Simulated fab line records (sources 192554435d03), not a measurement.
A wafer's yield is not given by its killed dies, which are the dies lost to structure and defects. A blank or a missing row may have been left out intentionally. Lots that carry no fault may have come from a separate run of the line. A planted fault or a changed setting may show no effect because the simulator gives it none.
The same fault as seen by 2 desks / flow n5_finfet / each desk has only its own numbers; what lay behind them comes last

## DESK OF THE TOOL OWNER: cvd_co-02
The tool's own readings at N5_BEOL_M1_CO_CAP_55 (material Co, precursor CCTBA/H2, target thk 2 nm, time 102.1 s): means of the sampled wafers that have a number, for each lot that ran on this tool. The brackets show how far a lot's mean lies from the usual mean; more than 4 standard deviations puts the lot out of limits, marked OUT.
Columns: A = heater_power_w at N5_BEOL_M1_CO_CAP_55, usual 239 W; B = run_length_s at N5_BEOL_M1_CO_CAP_55, usual 125.3 s
lot=L205; first seen here=day 7 01:43; A=248; B=125.3
lot=L204; first seen here=day 7 01:58; A=243; B=125.1
lot=L209; first seen here=day 8 06:38; A=246; B=124.7
lot=L211; first seen here=day 8 20:28; A=248; B=125.1
lot=L212; first seen here=day 9 01:52; A=240; B=125.2
lot=L216; first seen here=day 9 21:04; A=249; B=94.8 (-51) OUT
This desk's verdict: out of limits on L216, starting with L216 at day 9 21:04 (run_length_s at N5_BEOL_M1_CO_CAP_55). In limits: L205, L204, L209, L211, L212.

## AT THE METROLOGY DESK
What the gauges read, lot by lot, whatever tool the lot ran on: means of the sampled wafers that have a number. The brackets show how far a lot's mean lies from the usual mean; more than 4 standard deviations puts the lot out of limits, marked OUT. 7 of its 11 readings are shown, namely those furthest out on some lot.
Columns: A = M1_THK at N5_BEOL_M1_THK_MEAS_53, usual 40.1 nm; B = DIBL_N at N5_BEOL_M4_RC_MEAS_101, usual 36.6 mV/V; C = ION_N at N5_BEOL_M4_RC_MEAS_101, usual 671 uA/um; D = SS_N at N5_BEOL_M4_RC_MEAS_101, usual 71.8 mV/dec; E = SS_P at N5_BEOL_M4_RC_MEAS_101, usual 73.3 mV/dec; F = VT_N at N5_BEOL_M4_RC_MEAS_101, usual 250 mV; G = VT_P at N5_BEOL_M4_RC_MEAS_101, usual -250 mV
lot=L202; first seen here=day 6 14:10; A=41.4; B=37.7; C=666; D=71.7; E=73.5; F=251; G=-256
lot=L203; first seen here=day 6 20:14; A=38.7; B=39.0; C=674; D=72.2; E=73.7; F=248; G=-246
lot=L205; first seen here=day 7 01:38; A=41.7; B=35.5; C=669; D=71.8; E=73.2; F=250; G=-253
lot=L204; first seen here=day 7 01:53; A=41.4; B=36.9; C=673; D=72.4; E=74.4; F=246; G=-250
lot=L206; first seen here=day 7 11:58; A=38.9; B=35.9; C=664; D=71.5; E=72.9; F=251; G=-251
lot=L208; first seen here=day 7 19:53; A=40.5; B=38.8; C=678; D=72.5; E=74.0; F=248; G=-249
lot=L209; first seen here=day 8 06:21; A=40.1; B=39.1; C=669; D=72.3; E=73.6; F=247; G=-247
lot=L211; first seen here=day 8 20:23; A=37.5; B=34.1; C=669; D=70.9; E=72.7; F=251; G=-251
lot=L212; first seen here=day 9 01:41; A=38.7; B=35.1; C=676; D=71.3; E=72.9; F=250; G=-248
lot=L216; first seen here=day 9 20:59; A=39.5; B=35.1; C=656; D=72.0; E=73.1; F=253; G=-254
lot=L220; first seen here=day 10 22:46; A=40.5; B=35.4; C=674; D=71.9; E=72.7; F=249; G=-252
Finding of this desk: none of the 11 lots has anything out of limits.

## PUT TOGETHER
On L216, at day 9 21:04, an alarm was possible from the tool owner's desk.
Metrology desk: nothing out of limits seen.
The metrology desk holds a record of L216, inside its limits.
The lots listed all ran N5_BEOL_M1_CO_CAP_55 on cvd_co-02.

## WHAT THE SIMULATOR HAD PUT IN
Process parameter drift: cvd_co-02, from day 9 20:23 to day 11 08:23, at N5_BEOL_M1_CO_CAP_55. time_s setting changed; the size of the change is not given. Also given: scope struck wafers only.
Shown lots that were struck: L216.
Delay in hours, fault start to first out-of-limits reading, by desk: the tool owner's desk at 1.
